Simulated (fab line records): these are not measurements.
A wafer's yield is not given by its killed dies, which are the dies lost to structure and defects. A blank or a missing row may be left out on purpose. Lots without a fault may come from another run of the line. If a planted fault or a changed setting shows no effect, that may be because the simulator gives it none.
Lot-split experiment -- flow n5 finfet -- 21 wafers read from 7 lots, route of 1938 steps

## ABOUT THE SPLIT
At N5_BEOL_M7_EXPOSE_08 (exposes mask M7), the setting dose mj was moved away from the recipe's 68.25 on 7 of the 21 wafers read, by -6.3% to +6.7%. For the rest of the wafers, this setting stayed at what the recipe calls for.

## FROM THE SPLIT TO THE READING: what the file shows between them, 2 steps
- N5_BEOL_M7_PEB_09: peb time 60 s
- N5_BEOL_M7_DEVELOP_10: develop time 30 s

## THE READING
cd nm (nm) at N5_BEOL_M7_CD_MEAS_11, where the cd target is 38.5 nm. A value of 38.7 nm with a standard deviation of 0.57 nm is what fault-free wafers of this fab line usually give.

wafer,"tool, chamber at the split",dose mj as run,against the recipe,"cd nm, nm",against lot-mates on the recipe
L074.1,"arfi scanner-01, 0",68.25,recipe,39.8,-
L074.2,"arfi scanner-01, 0",68.25,recipe,39.3,-
L074.5,"arfi scanner-01, 0",68.25,recipe,39.6,-
L076.1,"arfi scanner-01, 0",68.25,recipe,38.0,-
L076.4,"arfi scanner-01, 0",68.25,recipe,37.8,-
L076.5,"arfi scanner-01, 0",68.25,recipe,37.8,-
L079.2,"arfi scanner-01, 0",72.83,+6.7%,42.5,+3.7
L079.3,"arfi scanner-01, 0",68.25,recipe,38.8,-
L079.5,"arfi scanner-01, 0",72.83,+6.7%,42.2,+3.4
L086.2,"arfi scanner-02, 0",68.25,recipe,39.5,-
L086.3,"arfi scanner-02, 0",68.25,recipe,38.6,-
L086.5,"arfi scanner-02, 0",63.97,-6.3%,36.1,-2.9
L087.1,"arfi scanner-03, 0",66.34,-2.8%,36.8,no lot-mate on the recipe
L087.2,"arfi scanner-03, 0",66.34,-2.8%,37.4,no lot-mate on the recipe
L087.6,"arfi scanner-03, 0",66.34,-2.8%,37.7,no lot-mate on the recipe
L090.3,"arfi scanner-03, 0",68.25,recipe,39.7,-
L090.5,"arfi scanner-03, 0",68.25,recipe,38.9,-
L090.6,"arfi scanner-03, 0",68.25,recipe,38.6,-
L094.1,"arfi scanner-02, 0",69.96,+2.5%,39.6,+0.9
L094.3,"arfi scanner-02, 0",68.25,recipe,38.8,-
L094.6,"arfi scanner-02, 0",68.25,recipe,38.6,-

THE FIT
A straight line over all 21 wafers: cd nm changes by +0.497 nm for each +1% of dose mj; r = +0.92; the points scatter about the line by 0.6 nm.
The same after taking each lot's own level away (the mean of its wafers on the recipe; 18 wafers): +0.503 nm for each +1%; r = +0.98; scatter 0.31 nm.
That fit puts the effect of the largest move of dose mj on the reading at 3.4 nm.
Measured against the standard deviation above, the lots' own levels, which go from 37.87 to 39.57 nm, span 3.0 times it.
Hence the lot-to-lot level has little effect on the slope; both slopes agree.
Check: +3.22 nm against its lot-mates is what the line predicts for one of the wafers moved furthest among these (+6.7%) when that wafer is left out of the fit. Against them it came out at +3.7 nm.

## OTHER SPLITS APPLIED TO THESE WAFERS
Note: prior to the reading, these wafers also went through further splits. Each is held against what the fit with the lots' levels taken away leaves over:
other split on the same wafers,wafers away from the commonest value,r with cd nm (lot level and that fit taken away)
N5_BEOL_M5_COAT_22 spin rpm,8,+0.19
N5_BEOL_M7_COAT_60 spin rpm,6,-0.15

## THE WHOLE CHAIN: every reading that the file lists as answering this split, in the file's order
step,what it does,reading,change (the file's fit),r (the file's)
N5_BEOL_M7_CD_MEAS_11,target cd 38.5 nm,cd nm,+0.491 nm for each +1% of the setting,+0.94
N5_BEOL_M7_ETCH_61,"etches SiARC in CF4, target depth 45.5 nm, time 75.8 s","BEOL_M7.cd offset nm (the simulator's own value, which no gauge read)",+0.498 nm for each +1% of the setting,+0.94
N5_BEOL_M7_ETCH_62,"etches SOC in N2/H2, target depth 110 nm, overetch 22 nm, time 165 s","BEOL_M7.cd offset nm (the simulator's own value, which no gauge read)",+0.489 nm for each +1% of the setting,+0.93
N5_BEOL_M7_HM_OPEN_17,"chemistry Cl2/BCl3, target TiN, target depth 20 nm, overetch 6 nm","BEOL_M7.cd offset nm (the simulator's own value, which no gauge read)",+0.483 nm for each +1% of the setting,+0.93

## THE FILE'S OWN FIT
cd nm changes by +0.491 nm for each +1% of dose mj, r = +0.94.
